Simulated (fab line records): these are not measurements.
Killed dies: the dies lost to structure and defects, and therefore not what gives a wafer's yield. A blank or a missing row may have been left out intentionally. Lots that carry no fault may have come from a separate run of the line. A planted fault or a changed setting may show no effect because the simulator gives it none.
Matching of chambers :: flow n5_finfet :: 4 sister chambers for N5_BEOL_M4_CMP_52 on cmp-03
The step polishes, stops on SiOC, t overpolish 6.8 s, target thk 40 nm. 14 wafers are shown with their chamber, then 7 later ones without.

== WAFERS PAIRED WITH THEIR CHAMBERS ==
wafer: L872.1
chamber: 2
time_to_endpoint_s (s): 60
motor_current_A (A): 6.1

wafer: L872.3
chamber: 0
time_to_endpoint_s (s): 60
motor_current_A (A): 5.6

wafer: L872.6
chamber: 0
time_to_endpoint_s (s): 57
motor_current_A (A): 6.0

wafer: L869.1
chamber: 2
time_to_endpoint_s (s): 61
motor_current_A (A): 6.4

wafer: L869.5
chamber: 2
time_to_endpoint_s (s): 62
motor_current_A (A): 6.3

wafer: L869.6
chamber: 1
time_to_endpoint_s (s): 66
motor_current_A (A): 6.0

wafer: L876.2
chamber: 1
time_to_endpoint_s (s): 66
motor_current_A (A): 6.0

wafer: L876.3
chamber: 2
time_to_endpoint_s (s): 61
motor_current_A (A): 6.1

wafer: L876.5
chamber: 2
time_to_endpoint_s (s): 61
motor_current_A (A): 6.4

wafer: L877.1
chamber: 3
time_to_endpoint_s (s): 55
motor_current_A (A): 5.4

wafer: L877.2
chamber: 0
time_to_endpoint_s (s): 64
motor_current_A (A): 5.4

wafer: L877.4
chamber: 1
time_to_endpoint_s (s): 66
motor_current_A (A): 6.0

wafer: L878.2
chamber: 2
time_to_endpoint_s (s): 58
motor_current_A (A): 6.0

wafer: L879.6
chamber: 3
time_to_endpoint_s (s): 56
motor_current_A (A): 5.8

SIGNATURES (means of the wafers above)
reading: time_to_endpoint_s
chamber 0: 60.33
chamber 1: 66.00
chamber 2: 60.50
chamber 3: 55.50
scatter within a chamber: 1.86

reading: motor_current_A
chamber 0: 5.667
chamber 1: 6.000
chamber 2: 6.217
chamber 3: 5.600
scatter within a chamber: 0.204
Rule: a wafer's distance from a chamber is the root of the sum, over the readings, of the square of ((its reading less the chamber's mean) divided by the reading's scatter). The wafer belongs to the nearest chamber; if the next one is less than 2 further off, it can't be placed. The scatter: the root of (the sum of the squares of (reading less its chamber's mean) over the shown wafers, divided by (wafers less chambers)).

== WAFERS MISSING THEIR CHAMBER ==
wafer: L881.6
time_to_endpoint_s (s): 60
motor_current_A (A): 5.9

wafer: L891.2
time_to_endpoint_s (s): 68
motor_current_A (A): 6.2

wafer: L891.3
time_to_endpoint_s (s): 69
motor_current_A (A): 5.5

wafer: L891.4
time_to_endpoint_s (s): 61
motor_current_A (A): 5.7

wafer: L892.2
time_to_endpoint_s (s): 66
motor_current_A (A): 5.8

wafer: L892.4
time_to_endpoint_s (s): 67
motor_current_A (A): 6.1

wafer: L892.5
time_to_endpoint_s (s): 63
motor_current_A (A): 6.0

== THE CHAMBER EACH PASSED THROUGH ==
wafer: L881.6
from the rows above: can't be placed: 0 or 2 or 3
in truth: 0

wafer: L891.2
from the rows above: 1
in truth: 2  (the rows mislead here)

wafer: L891.3
from the rows above: can't be placed: 1 or 0
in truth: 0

wafer: L891.4
from the rows above: 0
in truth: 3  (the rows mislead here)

wafer: L892.2
from the rows above: 1
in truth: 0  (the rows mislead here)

wafer: L892.4
from the rows above: 1
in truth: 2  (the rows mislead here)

wafer: L892.5
from the rows above: can't be placed: 1 or 2 or 0
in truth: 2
0 of 7 placed correctly. Can't be placed from these rows: 3 (the true chamber is among the candidates in 3). Wrongly placed: 4.
